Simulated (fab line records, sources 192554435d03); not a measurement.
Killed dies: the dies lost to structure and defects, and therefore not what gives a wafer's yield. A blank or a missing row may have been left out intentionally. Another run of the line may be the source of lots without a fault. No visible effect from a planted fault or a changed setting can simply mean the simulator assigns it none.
Code-filled problem report in 8D (eight disciplines) form :: flow n5 finfet :: the parts of the form that need people (team, actions taken, sign-off) are left out

## 1. THE ISSUE
head pressure psi at N5_MOL_CONTACT_COAG_CMP_23 reads a mean of 2.232 psi on 1 wafer of 1 lot; wafers without a fault read 1.999 psi with a standard deviation of 0.0046. Measured from the usual mean, that is +51 standard deviations.
The step: polishes, stops on SiO2, t overpolish 1.5 s, target thk 0 nm.
The first sign was on wafer L945.4 at day 6 22:31, on cmp-04. At this step, 27 wafers from 9 lots have a number in the record. Rule for "out", or "out of limits": more than 4 standard deviations from the usual mean. Any other wafer with a number is counted as sound.

## 2. WHAT IT IS AND WHAT IT IS NOT
question: which readings at this step
is: head pressure psi
is not: motor current A, overpolish run s

question: which lots
is: L945
is not: L940, L941, L952, L955, L957, L958, L959, L961

question: which wafers of those lots
is: L945.4
is not: L945.1, L945.5

question: read on which tools
is: cmp-04
is not: cmp-01, cmp-02

question: when
is: from day 6 22:31
is not: up to then (8 sound wafers); but 18 sound wafers of L952, L955, L957, L958, L959, L961 came after

## 3. SUSPECTS, AND WHAT RULES EACH OUT
Counting: any tool at a process step up to the reading remains a suspect provided it ran every lot that is out. Sound lots after the first of them don't rule it out here, since some wafers of a struck lot are sound.
- rie diel-02 at N5_MOL_CONTACT_COAG_CONTACT_ETCH_14 (etches SiO2 in C4F6/O2, target depth 27.5 nm, overetch 8.5 nm, time 20 s): kept. It ran the lot that is out, L945 (day 6 14:10).
- ald metal-01 at N5_MOL_CONTACT_COAG_ALD_20 (deposits TiN, target thk 1.5 nm, pulse time 1 s, purge time 3 s): kept. L945, the lot that is out, went through it at day 6 14:58; up to then, the latest sound lot through it was L941 at day 5 05:40.
- cmp-04 at N5_MOL_CONTACT_COAG_CMP_23 (polishes, stops on SiO2, t overpolish 1.5 s, target thk 0 nm): kept. L945, the lot that is out, went through it at day 6 22:31; up to then, the latest sound lot through it was L941 at day 5 10:07. Its own head pressure psi readings are out on those wafers.
- The sound lot-mates ran in chamber 0 of rie diel-02 at N5_MOL_CONTACT_COAG_CONTACT_ETCH_14, but the wafers that are out ran in chamber 1.
- cmp-04, N5_MOL_CONTACT_COAG_CMP_23: wafers that are out in chamber 2, sound lot-mates in chambers 0, 3.
The count leaves rie diel-02 at N5_MOL_CONTACT_COAG_CONTACT_ETCH_14, ald metal-01 at N5_MOL_CONTACT_COAG_ALD_20, and cmp-04 at N5_MOL_CONTACT_COAG_CMP_23.

## 4. THE CAUSE (what the simulator had put in)
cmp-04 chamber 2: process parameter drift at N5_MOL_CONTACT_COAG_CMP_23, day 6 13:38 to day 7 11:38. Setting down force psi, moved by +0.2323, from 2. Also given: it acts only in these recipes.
After counting, 3 suspects remain, this tool included.

## 5. THE CHAIN OF EFFECTS, in route order
Each row: a reading whose mean over the struck wafers that have a number lies more than 3 standard deviations from the usual. Only readings whose record carries a usual standard deviation are examined. hours: median over the lots of the time between each lot's start at the first step of this table that gives one and its start at this step. sigmas: the change, counted in usual standard deviations.
hours: 0
step: N5_MOL_CONTACT_COAG_CMP_23
reading: head pressure psi
usual: 1.999 psi
on struck wafers: 2.232
change: +0.233
sigmas: +51
Here are the process steps it includes:
- N5_MOL_CONTACT_COAG_CMP_23: polishes, stops on SiO2, t overpolish 1.5 s, target thk 0 nm.
Later measuring or inspecting steps at which every struck wafer that the step has a row for has a number for every such reading, and none has moved that far: N5_BEOL_M4_RC_MEAS_101.

## 6. WHAT WOULD HAVE CAUGHT IT SOONER
The fault began at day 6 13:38; the first out-of-limits reading in this record came at day 6 22:31, 9 hours later.
